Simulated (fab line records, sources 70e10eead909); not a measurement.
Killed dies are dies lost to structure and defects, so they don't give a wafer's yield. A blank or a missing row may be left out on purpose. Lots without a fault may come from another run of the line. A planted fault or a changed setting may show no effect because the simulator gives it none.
Which tool did it? | flow nand_harc | 12 lots, 36 wafers sampled, at 5 steps of a route of 1302

WHAT THE GAUGES READ, wafer by wafer
NHARC_END_SORT_01.
lot  | measured     | on        | killed_at_array | killed_at_other | killed_at_periphery | killed_dies | killed_open | killed_short
L799 | day 29 13:13 | prober-01 | 253 25 23       | 2 0 2           | 5 4 5               | 260 29 30   | 0 1 5       | 3 1 3
L801 | day 29 12:20 | prober-02 | 61 258 325      | 1 2 3           | 3 2 3               | 65 262 331  | 6 3 4       | 3 2 1

WHICH TOOL RAN EACH LOT (tool, then ch and the chambers of the sampled wafers, then the start)
lot  | NHARC_A_CHANNEL_FILL_D2_CMP_10 | NHARC_A_STAIRCASE_DESCUM_168       | NHARC_A_STAIRCASE_TRIM_24          | NHARC_A_STAIRCASE_ETCH_188
L789 | cmp-04 ch 0,1,2, day 15 14:53  | rie_diel-12 ch 1,2, day 15 16:41   | rie_diel-03 ch 0,1,2, day 15 20:09 | rie_diel-13 ch 0,2,3, no start
L790 | cmp-01 ch 0,1,2, day 16 01:56  | rie_diel-12 ch 0,1,3, day 16 03:37 | rie_diel-03 ch 0,2,3, day 16 10:00 | rie_diel-12 ch 0,1,3, no start
L792 | cmp-03 ch 0,1, day 16 14:38    | rie_diel-13 ch 1,2, day 16 16:32   | rie_diel-13 ch 0,2, day 16 20:24   | rie_diel-12 ch 0,3, no start
L799 | cmp-03 ch 2,3, day 19 23:14    | rie_diel-12 ch 1,2,3, day 20 01:02 | rie_diel-13 ch 0,1,2, day 20 10:58 | rie_diel-12 ch 0,2, day 29 13:13 or earlier
L801 | cmp-01 ch 0,1, day 20 08:26    | rie_diel-13 ch 2,3, day 20 10:01   | rie_diel-13 ch 0,1, day 20 13:35   | rie_diel-03 ch 0,1,3, day 29 12:20 or earlier
L806 | cmp-04 ch 2,3, day 22 04:55    | rie_diel-12 ch 0,2, day 22 06:46   | rie_diel-03 ch 0,1,3, day 22 10:34 | rie_diel-13 ch 1,2,3, no start
L805 | cmp-01 ch 0,3, day 22 04:56    | rie_diel-03 ch 0,1, day 22 06:27   | rie_diel-12 ch 2,3, day 22 10:10   | rie_diel-12 ch 0,2, no start
L807 | cmp-04 ch 2,3, day 22 17:53    | rie_diel-12 ch 2,3, day 22 19:32   | rie_diel-12 ch 0,2,3, day 23 00:44 | rie_diel-03 ch 1,2,3, no start
L808 | cmp-01 ch 0,1,2, day 23 16:23  | rie_diel-03 ch 2,3, day 23 18:00   | rie_diel-13 ch 0,2,3, day 23 22:05 | rie_diel-03 ch 0,1,3, no start
L809 | cmp-03 ch 0,1,2, day 24 04:08  | rie_diel-12 ch 0,1,3, day 24 05:49 | rie_diel-12 ch 0,1,2, day 24 09:07 | rie_diel-12 ch 0,1,3, no start
L810 | cmp-01 ch 1,2, day 24 09:35    | rie_diel-03 ch 0,1,2, day 24 11:16 | rie_diel-12 ch 1,2,3, day 24 14:47 | rie_diel-13 ch 2,3, no start
L812 | cmp-04 ch 0,1,2, day 24 15:08  | rie_diel-13 ch 0,2,3, day 24 16:55 | rie_diel-13 ch 0,2,3, day 24 20:50 | rie_diel-03 ch 1,2,3, no start
- NHARC_A_CHANNEL_FILL_D2_CMP_10: polishes, target thk 150 nm.
- NHARC_A_STAIRCASE_DESCUM_168: chemistry O2, time 3 s.
- NHARC_A_STAIRCASE_TRIM_24: chemistry O2, time 211.2 s.
- NHARC_A_STAIRCASE_ETCH_188: etches the open film in C4F8/O2, target depth 100 nm, time 40.5 s.

WHAT THE TOOLS THEMSELVES READ (means of the sampled wafers that have a number; where no wafer has one, the mark that the record gives instead)
NHARC_A_CHANNEL_FILL_D2_CMP_10.
lot  | tool   | motor_current_A (A) | retaining_ring_pressure_frac | time_to_endpoint_s (s)
L789 | cmp-04 | 11.8                | 0.996                        | 13.4
L790 | cmp-01 | 13.0                | 1.004                        | 14.4
L792 | cmp-03 | 12.6                | 0.998                        | 15.7
L799 | cmp-03 | 12.6                | 1.003                        | 12.2
L801 | cmp-01 | 13.5                | 1.003                        | 14.6
L806 | cmp-04 | 12.7                | 0.998                        | 13.0
L805 | cmp-01 | 12.2                | 0.999                        | 13.3
L807 | cmp-04 | 12.6                | 1.002                        | 12.8
L808 | cmp-01 | 12.8                | 1.003                        | 13.1
L809 | cmp-03 | 12.4                | 1.001                        | 15.7
L810 | cmp-01 | 13.3                | 0.997                        | 13.6
L812 | cmp-04 | 12.4                | 1.003                        | 15.9

NHARC_A_STAIRCASE_DESCUM_168.
lot  | tool        | drypump_motor_current_A (A) | oes_product_au (a.u.) | rf_vpp_V (V) | showerhead_plenum_p_Torr (Torr) | throttle_valve_pct (%)
L789 | rie_diel-12 | 6.2                         | 1.011                 | 57.0         | 1.81                            | 11.314
L790 | rie_diel-12 | 6.1                         | 1.006                 | 57.6         | 1.90                            | 11.314
L792 | rie_diel-13 | 6.1                         | 0.998                 | 57.6         | 1.88                            | 11.318
L799 | rie_diel-12 | 6.1                         | 0.999                 | 58.5         | 2.00                            | 11.318
L801 | rie_diel-13 | 6.4                         | 0.991                 | 56.9         | 1.85                            | 11.322
L806 | rie_diel-12 | 6.3                         | 0.999                 | 58.0         | 1.87                            | 11.311
L805 | rie_diel-03 | 5.7                         | 0.995                 | 58.8         | 1.96                            | 11.324
L807 | rie_diel-12 | 6.0                         | 1.003                 | 58.3         | 1.99                            | 11.307
L808 | rie_diel-03 | 5.8                         | 0.995                 | 57.3         | 1.87                            | 11.311
L809 | rie_diel-12 | 6.1                         | 1.005                 | 57.9         | 1.98                            | 11.312
L810 | rie_diel-03 | 5.4                         | 0.999                 | 58.0         | 1.94                            | 11.309
L812 | rie_diel-13 | 6.2                         | 1.004                 | 58.6         | 1.88                            | 11.303

NHARC_A_STAIRCASE_TRIM_24.
lot  | tool        | drypump_motor_current_A (A) | oes_product_au (a.u.) | rf_vpp_V (V) | run_length_s (s) | showerhead_plenum_p_Torr (Torr) | throttle_valve_pct (%)
L789 | rie_diel-03 | 5.4                         | 1.000                 | 58.4         | 232.46           | 3.60                            | 17.033
L790 | rie_diel-03 | 5.7                         | 1.000                 | 57.0         | 232.34           | 3.50                            | 17.027
L792 | rie_diel-13 | 6.0                         | 0.995                 | 57.6         | 232.42           | 3.55                            | 17.032
L799 | rie_diel-13 | 6.1                         | 0.984                 | 57.7         | 252.21           | 3.45                            | 17.036
L801 | rie_diel-13 | 6.1                         | 1.002                 | 57.9         | 271.80           | 3.45                            | 17.037
L806 | rie_diel-03 | 5.8                         | 0.999                 | 57.9         | 232.35           | 3.59                            | 17.034
L805 | rie_diel-12 | 6.0                         | 1.006                 | 58.1         | 232.26           | 3.66                            | 17.026
L807 | rie_diel-12 | 6.1                         | 1.004                 | 57.3         | 232.40           | 3.54                            | 17.035
L808 | rie_diel-13 | 6.2                         | 1.002                 | 57.8         | 232.34           | 3.47                            | 17.024
L809 | rie_diel-12 | 6.3                         | 0.994                 | 57.5         | 232.53           | 3.55                            | 17.039
L810 | rie_diel-12 | 6.1                         | 1.000                 | 57.7         | 232.52           | 3.66                            | 17.035
L812 | rie_diel-13 | 6.2                         | 1.001                 | 58.3         | 232.64           | 3.47                            | 17.028

NHARC_A_STAIRCASE_ETCH_188.
lot  | tool        | bias_w (W) | oes_product_au (a.u.) | rf_vpp_V (V)
L789 | rie_diel-13 | 998.6      | 0.938                 | 895
L790 | rie_diel-12 | 997.7      | 0.949                 | 895
L792 | rie_diel-12 | 999.6      | 0.944                 | 896
L799 | rie_diel-12 | 997.8      | 0.953                 | 893
L801 | rie_diel-03 | 1002.5     | 0.944                 | 898
L806 | rie_diel-13 | 1000.4     | 0.948                 | 891
L805 | rie_diel-12 | 1002.3     | 0.945                 | 892
L807 | rie_diel-03 | 1001.3     | 0.938                 | 896
L808 | rie_diel-03 | 996.3      | 0.952                 | 897
L809 | rie_diel-12 | 998.9      | 0.954                 | 901
L810 | rie_diel-13 | 999.0      | 0.928                 | 892
L812 | rie_diel-03 | 1004.4     | 0.948                 | 897

THE ANSWER, worked out from the rows above alone
Rule: what is usual is taken from the lots themselves. Put in order of their means at a reading, lots are off if they are a third of the lots or fewer, leave a main group of 4 or more, and stand apart from it by a gap of 3 or more times the standard deviation of the main group's means; of several such gaps the widest counts. A main group whose means are all the same, to the digits that the tables above print for the reading, isn't used. A lot without any number at a reading at which 4 lots or more have one is off too. The other lots that the step has rows for count as sound. The gauges are gone through in route order, then the tools' own readings, and for those a lot's mean is taken as printed above. The first step at which some lot is off is used, and at that step the reading that is off furthest; a lot without a number counts as furthest.
Off: L799, L801, at NHARC_A_STAIRCASE_TRIM_24 (run_length_s). The main group: mean 232.43 s, standard deviation 0.11.
A tool fits if, at that step or a process step before it, it ran every lot that is off, and no sound lot after the first of them. None of those tried fits.

WHAT THE SIMULATOR HAD PUT IN
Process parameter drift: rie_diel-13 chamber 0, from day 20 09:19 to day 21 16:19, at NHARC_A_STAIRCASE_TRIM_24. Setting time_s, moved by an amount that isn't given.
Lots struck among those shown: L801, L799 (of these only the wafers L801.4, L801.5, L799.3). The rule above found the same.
